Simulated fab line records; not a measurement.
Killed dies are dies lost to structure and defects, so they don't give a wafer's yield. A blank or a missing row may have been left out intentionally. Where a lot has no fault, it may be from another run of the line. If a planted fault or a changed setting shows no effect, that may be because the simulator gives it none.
Which tool is to blame? ; flow nand-harc ; Sampling: 24 lots, 72 wafers, 5 of 1302 route steps

WHAT THE GAUGES SHOWED, per wafer
NHARC_A_CONTACT_OVL_MEAS_09. Usual: overlay-x-nm -0.1 nm, standard deviation 0.72; overlay-y-nm -0.2 nm, standard deviation 0.94.
lot;measured;on;overlay-x-nm (nm);overlay-y-nm (nm);flag
L074;day 22 08:00;overlay-02;0.3 0.5 0.2;0.0 0.1 0.3;
L075;day 22 08:37;overlay-02;-0.4 -0.6 -0.2;-0.5 -0.2 -0.9;
L077;day 22 21:47;overlay-01;-0.4 -1.0 -0.1;-0.9 -1.2 -0.7;
L076;day 22 23:22;overlay-02;-0.2 -0.6 -0.4;-0.1 0.1 0.3;
L078;day 23 12:11;overlay-01;-0.2 -0.2 -0.6;-0.1 0.4 0.6;
L080;day 23 20:37;overlay-01;-0.8 -0.2 -0.5;-0.9 -0.2 -0.3;
L081;day 24 22:29;overlay-02;-0.1 0.5 0.1;-1.7 -1.6 -1.5;
L079;day 25 00:15;overlay-02;1.0 0.6 0.3;-1.0 -1.0 -1.1;
L082;day 25 16:02;overlay-01;1.2 1.3 1.3;-0.2 -0.6 -0.5;
L083;day 25 17:53;overlay-02;-0.5 -0.6 -1.2;-0.1 0.5 0.0;
L084;day 26 15:50;overlay-01;1.1 1.7 1.2;-1.5 -1.4 -1.5;
L085;day 27 08:01;overlay-01;0.2 0.2 0.6;-0.2 0.2 0.1;
L087;day 27 09:50;overlay-01;-0.1 0.1 -0.6;1.1 0.9 0.9;
L086;day 27 17:02;overlay-02;0.0 0.0 -0.5;2.1 2.3 2.2;
L089;day 28 05:56;overlay-01;0.1 0.0 0.1;0.3 0.9 0.2;
L088;day 28 09:25;overlay-02;0.5 0.2 -0.3;-0.5 -0.2 0.2;
L091;day 28 23:18;overlay-01;-0.5 -0.5 -0.3;-0.8 -1.1 -0.9;
L090;day 29 03:02;overlay-02;1.0 0.2 0.1;-0.6 -0.4 -0.8;
L092;day 29 11:40;overlay-01;-1.1 -1.1 -0.8;-0.6 0.2 0.1;
L093;day 29 16:31;overlay-01;-0.7 -1.1 -0.8;-0.2 -0.5 -0.5;
L095;day 30 16:00;overlay-02;-0.7 -0.4 -1.0;-1.4 -2.2 -1.7;
L094;day 30 17:16;overlay-01;-0.9 -1.1 -1.3;1.7 1.1 0.5;
L097;day 31 00:26;overlay-02;-0.5 -0.1 -0.2;-0.4 0.4 0.0;
L096;day 31 08:28;overlay-02;0.4 1.2 0.6;-1.3 -1.5 -0.7;

NHARC_A_CONTACT_CD_MEAS_15. Usual: cd-nm 189.9 nm, standard deviation 0.66.
lot;measured;on;cd-nm (nm);flag
L074;day 22 11:18;cd-sem-01;191.0 189.2 188.8;
L075;day 22 12:08;cd-sem-01;190.0 187.9 189.0;
L077;day 23 01:07;cd-sem-02;190.2 189.9 189.7;
L076;day 23 02:41;cd-sem-01;190.6 190.8 190.1;
L078;day 23 15:38;cd-sem-01;190.8 191.0 190.1;
L080;day 23 23:55;cd-sem-02;190.2 190.3 189.5;
L081;day 25 02:47;cd-sem-02;189.4 189.2 190.1;
L079;day 25 03:38;cd-sem-03;190.3 190.0 189.7;
L082;day 25 19:33;cd-sem-01;189.4 190.1 189.4;
L083;day 25 21:11;cd-sem-01;190.0 190.0 189.5;
L084;day 26 19:08;cd-sem-02;190.0 189.9 189.8;
L085;day 27 11:50;cd-sem-02;189.4 188.6 190.1;
L087;day 27 13:07;cd-sem-01;189.2 188.8 189.8;
L086;day 27 20:24;cd-sem-03;189.8 189.4 189.1;
L089;day 28 09:13;cd-sem-02;189.7 190.8 190.0;
L088;day 28 12:43;cd-sem-03;190.5 189.5 190.3;
L091;day 29 02:36;cd-sem-03;191.2 190.4 190.5;
L090;day 29 07:10;cd-sem-03;189.8 189.7 189.6;
L092;day 29 15:13;cd-sem-01;189.5 189.4 188.7;
L093;day 29 19:50;cd-sem-02;189.0 188.6 189.2;
L095;day 30 19:20;cd-sem-01;190.4 190.3 191.2;
L094;day 30 20:37;cd-sem-02;190.0 190.6 190.8;
L097;day 31 04:15;cd-sem-03;190.2 190.8 190.5;
L096;day 31 12:16;cd-sem-02;190.1 190.0 191.0;

EACH LOT AND THE TOOL THAT RAN IT (in order: tool; ch and the chambers of the sampled wafers; start)
lot;NHARC_A_CONTACT_DEP_84;NHARC_A_CONTACT_DESCUM_13;NHARC_A_CONTACT_ETCH_139
L074;acl-dep-02 ch 0, day 22 05:34;rie-diel-11 ch 2,3, day 22 08:07;har-cap-etch-03 ch 0,1, day 22 10:31
L075;acl-dep-03 ch 0, day 22 06:04;rie-diel-09 ch 0,2,3, day 22 08:43;har-cap-etch-01 ch 0,1, day 22 11:19
L077;acl-dep-02 ch 0, day 22 19:22;rie-diel-11 ch 1,2,3, day 22 21:54;har-cap-etch-02 ch 0,1, day 23 00:19
L076;acl-dep-01 ch 0, day 22 20:49;rie-diel-10 ch 0,1,3, day 22 23:29;har-cap-etch-03 ch 0,1, day 23 01:54
L078;acl-dep-03 ch 0, day 23 10:03;rie-diel-09 ch 1,3, day 23 12:17;har-cap-etch-03 ch 0,1, day 23 14:54
L080;acl-dep-01 ch 0, day 23 18:04;rie-diel-11 ch 0,1,2, day 23 20:43;har-cap-etch-03 ch 0,1, day 23 23:08
L081;acl-dep-01 ch 0, day 24 20:12;rie-diel-11 ch 0,1,3, day 24 22:47;har-cap-etch-02 ch 0,1, day 25 01:50
L079;acl-dep-01 ch 0, day 24 21:57;rie-diel-11 ch 0,1, day 25 00:20;har-cap-etch-01 ch 0,1, day 25 02:49
L082;acl-dep-02 ch 0, day 25 13:36;rie-diel-11 ch 1,2, day 25 16:08;har-cap-etch-03 ch 0,1, day 25 18:47
L083;acl-dep-02 ch 0, day 25 15:53;rie-diel-11 ch 0,3, day 25 17:59;har-cap-etch-02 ch 0,1, day 25 20:29
L084;acl-dep-01 ch 0, day 26 14:07;rie-diel-10 ch 0,1,2, day 26 15:57;har-cap-etch-03 ch 0,1, day 26 18:29
L085;acl-dep-01 ch 0, day 27 05:51;rie-diel-11 ch 0,1, day 27 08:07;har-cap-etch-01 ch 0,1, day 27 10:57
L087;acl-dep-01 ch 0, day 27 07:18;rie-diel-11 ch 2,3, day 27 09:56;har-cap-etch-03 ch 0, day 27 12:20
L086;acl-dep-03 ch 0, day 27 15:02;rie-diel-10 ch 0,2,3, day 27 17:07;har-cap-etch-03 ch 0,1, day 27 19:43
L089;acl-dep-01 ch 0, day 28 03:35;rie-diel-11 ch 2,3, day 28 06:02;har-cap-etch-02 ch 0,1, day 28 08:27
L088;acl-dep-01 ch 0, day 28 07:26;rie-diel-11 ch 0,3, day 28 09:31;har-cap-etch-03 ch 0,1, day 28 12:04
L091;acl-dep-02 ch 0, day 28 20:49;rie-diel-11 ch 0,2,3, day 28 23:24;har-cap-etch-02 ch 0,1, day 29 01:52
L090;acl-dep-02 ch 0, day 29 00:29;rie-diel-09 ch 0,3, day 29 03:08;har-cap-etch-01 ch 0,1, day 29 06:21
L092;acl-dep-02 ch 0, day 29 09:13;rie-diel-11 ch 1,2, day 29 11:47;har-cap-etch-03 ch 0,1, day 29 14:27
L093;acl-dep-02 ch 0, day 29 13:59;rie-diel-11 ch 0,1,3, day 29 16:37;har-cap-etch-01 ch 0,1, day 29 19:02
L095;acl-dep-01 ch 0, day 30 13:33;rie-diel-11 ch 0,1,2, day 30 16:08;har-cap-etch-02 ch 0,1, day 30 18:33
L094;acl-dep-02 ch 0, day 30 15:16;rie-diel-11 ch 0,1, day 30 17:22;har-cap-etch-01 ch 0,1, day 30 19:52
L097;acl-dep-03 ch 0, day 30 22:09;rie-diel-11 ch 0,2,3, day 31 00:32;har-cap-etch-01 ch 0,1, day 31 03:22
L096;acl-dep-02 ch 0, day 31 06:20;rie-diel-09 ch 0,1,2, day 31 08:35;har-cap-etch-03 ch 0,1, day 31 11:25
- NHARC_A_CONTACT_DEP_84: deposits aC, target thk 2800 nm.
- NHARC_A_CONTACT_DESCUM_13: chemistry O2, time 3 s.
- NHARC_A_CONTACT_ETCH_139: etches the open film in C4F8/O2/Ar, time 195 s, target depth 840 nm.

WHAT THE TOOLS THEMSELVES READ (means of the sampled wafers that have a number; where no wafer has one, the mark that the record gives instead)
NHARC_A_CONTACT_DEP_84. Usual: throttle-valve-pct 35.000 %, standard deviation 0.0088.
lot;tool;throttle-valve-pct (%);flag
L074;acl-dep-02;34.999;
L075;acl-dep-03;35.002;
L077;acl-dep-02;34.995;
L076;acl-dep-01;35.000;
L078;acl-dep-03;35.005;
L080;acl-dep-01;34.998;
L081;acl-dep-01;35.012;
L079;acl-dep-01;34.998;
L082;acl-dep-02;35.007;
L083;acl-dep-02;34.993;
L084;acl-dep-01;35.011;
L085;acl-dep-01;34.988;
L087;acl-dep-01;35.004;
L086;acl-dep-03;34.991;
L089;acl-dep-01;34.995;
L088;acl-dep-01;35.004;
L091;acl-dep-02;34.988;
L090;acl-dep-02;35.000;
L092;acl-dep-02;34.995;
L093;acl-dep-02;35.002;
L095;acl-dep-01;34.998;
L094;acl-dep-02;35.002;
L097;acl-dep-03;35.005;
L096;acl-dep-02;35.001;

NHARC_A_CONTACT_DESCUM_13. Usual: chamber-pressure-mTorr 59.99 mTorr, standard deviation 0.053; drypump-motor-current-A 5.8 A, standard deviation 0.33; oes-product-au 0.998 a.u., standard deviation 0.012; rf-vpp-V 57.8 V, standard deviation 0.97; showerhead-plenum-p-Torr 1.92 Torr, standard deviation 0.056; throttle-valve-pct 11.312 %, standard deviation 0.0092.
lot;tool;chamber-pressure-mTorr (mTorr);drypump-motor-current-A (A);oes-product-au (a.u.);rf-vpp-V (V);showerhead-plenum-p-Torr (Torr);throttle-valve-pct (%);flag
L074;rie-diel-11;59.99;5.6;1.006;58.4;1.98;11.309;
L075;rie-diel-09;60.00;6.0;1.002;58.0;1.86;11.313;
L077;rie-diel-11;59.94;5.8;1.003;58.3;1.97;11.305;
L076;rie-diel-10;59.95;5.6;0.993;57.9;1.88;11.303;
L078;rie-diel-09;59.99;6.1;0.996;57.6;1.87;11.320;
L080;rie-diel-11;59.97;5.7;1.001;59.0;1.92;11.314;
L081;rie-diel-11;60.02;6.0;1.000;58.0;1.94;11.318;
L079;rie-diel-11;60.01;5.9;1.002;57.3;1.92;11.296;
L082;rie-diel-11;60.05;5.8;0.996;58.2;1.94;11.310;
L083;rie-diel-11;59.95;5.9;0.996;58.3;1.91;11.305;
L084;rie-diel-10;59.93;5.5;0.983;57.0;1.88;11.312;
L085;rie-diel-11;60.03;5.9;1.002;58.0;1.89;11.312;
L087;rie-diel-11;60.01;5.7;0.998;58.4;1.97;11.312;
L086;rie-diel-10;59.96;5.9;0.981;57.5;1.85;11.316;
L089;rie-diel-11;60.01;6.0;0.997;57.5;1.98;11.308;
L088;rie-diel-11;60.02;5.9;1.008;57.7;1.91;11.316;
L091;rie-diel-11;59.97;5.8;1.001;57.8;1.94;11.312;
L090;rie-diel-09;60.01;5.9;0.992;57.3;1.87;11.311;
L092;rie-diel-11;59.99;5.8;1.004;57.7;1.94;11.312;
L093;rie-diel-11;60.02;6.0;1.000;58.0;1.94;11.308;
L095;rie-diel-11;60.00;5.7;0.995;57.6;1.91;11.308;
L094;rie-diel-11;59.98;5.9;0.994;57.0;1.88;11.316;
L097;rie-diel-11;60.04;5.8;1.008;58.1;1.93;11.311;
L096;rie-diel-09;59.99;6.1;1.003;56.9;1.82;11.311;

NHARC_A_CONTACT_ETCH_139. Usual: chamber-pressure-mTorr 19.999 mTorr, standard deviation 0.017.
lot;tool;chamber-pressure-mTorr (mTorr);flag
L074;har-cap-etch-03;19.992;
L075;har-cap-etch-01;20.002;
L077;har-cap-etch-02;19.983;
L076;har-cap-etch-03;20.004;
L078;har-cap-etch-03;19.999;
L080;har-cap-etch-03;19.987;
L081;har-cap-etch-02;19.998;
L079;har-cap-etch-01;20.014;
L082;har-cap-etch-03;20.012;
L083;har-cap-etch-02;19.994;
L084;har-cap-etch-03;20.006;
L085;har-cap-etch-01;19.993;
L087;har-cap-etch-03;20.007;
L086;har-cap-etch-03;19.995;
L089;har-cap-etch-02;20.011;
L088;har-cap-etch-03;19.970;
L091;har-cap-etch-02;20.009;
L090;har-cap-etch-01;20.009;
L092;har-cap-etch-03;19.990;
L093;har-cap-etch-01;19.999;
L095;har-cap-etch-02;20.002;
L094;har-cap-etch-01;19.989;
L097;har-cap-etch-01;19.993;
L096;har-cap-etch-03;20.011;

THE ANSWER, worked out from the rows above alone
Rule: take the mean of a lot's wafers that have a number; if it is more than 3 standard deviations from the usual mean, the lot is off. A lot without any number at a reading at which 4 lots or more have one is off too. The other lots that the step has rows for count as sound. First the gauges in route order, then the tools' own readings, where a lot's mean is used as printed above. The first step at which some lot is off is used, and at that step the reading that is off furthest; a lot without a number counts as furthest.
No lot is off at any reading shown: from this, nothing can be told.

WHAT WAS PUT IN BY THE SIMULATOR
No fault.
